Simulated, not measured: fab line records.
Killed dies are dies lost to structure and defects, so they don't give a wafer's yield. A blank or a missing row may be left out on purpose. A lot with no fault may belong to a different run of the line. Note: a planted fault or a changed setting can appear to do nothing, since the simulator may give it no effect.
Chamber matching || flow n5Finfet || pecvd-03 running N5_BEOL_M6_ILD_DEP_00: 3 sister chambers
The step deposits SiCOH lowk from DEMS/porogen, target thk 179.75 nm, time 33.4 s. 3 wafers are shown with their chamber, then 9 later ones without.

## WAFERS PAIRED WITH THEIR CHAMBERS
{"wafer": "L085.3", "chamber": 1, "throttleValvePct (%)": 14.3}
{"wafer": "L086.4", "chamber": 0, "throttleValvePct (%)": 13.8}
{"wafer": "L086.6", "chamber": 2, "throttleValvePct (%)": 12.5}

## WAFERS WITH NO CHAMBER GIVEN
{"wafer": "L090.1", "throttleValvePct (%)": 12.5}
{"wafer": "L090.4", "throttleValvePct (%)": 14.4}
{"wafer": "L090.5", "throttleValvePct (%)": 12.7}
{"wafer": "L091.1", "throttleValvePct (%)": 14.2}
{"wafer": "L091.4", "throttleValvePct (%)": 14.2}
{"wafer": "L091.6", "throttleValvePct (%)": 12.5}
{"wafer": "L094.1", "throttleValvePct (%)": 12.7}
{"wafer": "L094.4", "throttleValvePct (%)": 12.7}
{"wafer": "L094.5", "throttleValvePct (%)": 14.2}

## WHICH CHAMBER EACH WENT THROUGH
{"wafer": "L090.1", "from the rows above": 2, "in truth": 2}
{"wafer": "L090.4", "from the rows above": 1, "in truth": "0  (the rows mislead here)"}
{"wafer": "L090.5", "from the rows above": 2, "in truth": 2}
{"wafer": "L091.1", "from the rows above": 1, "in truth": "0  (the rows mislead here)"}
{"wafer": "L091.4", "from the rows above": 1, "in truth": 1}
{"wafer": "L091.6", "from the rows above": 2, "in truth": 2}
{"wafer": "L094.1", "from the rows above": 2, "in truth": 2}
{"wafer": "L094.4", "from the rows above": 2, "in truth": 2}
{"wafer": "L094.5", "from the rows above": 1, "in truth": 1}
7 of 9 placed correctly. Can't be placed from these rows: 0. Number placed wrongly: 2.
How it was worked out, from the rows above alone: a wafer's distance from a chamber is the root of the sum, over the readings, of the square of ((its reading less the chamber's mean) divided by the reading's scatter). If the next closest chamber is less than 2 further off than the closest, the wafer can't be placed; otherwise it belongs to the closest. The mean given for a chamber averages the wafers shown for that chamber. The scatter (one wafer shown for each chamber): square how far every hidden wafer sits from the nearest shown wafer, average those squares and take the square root.
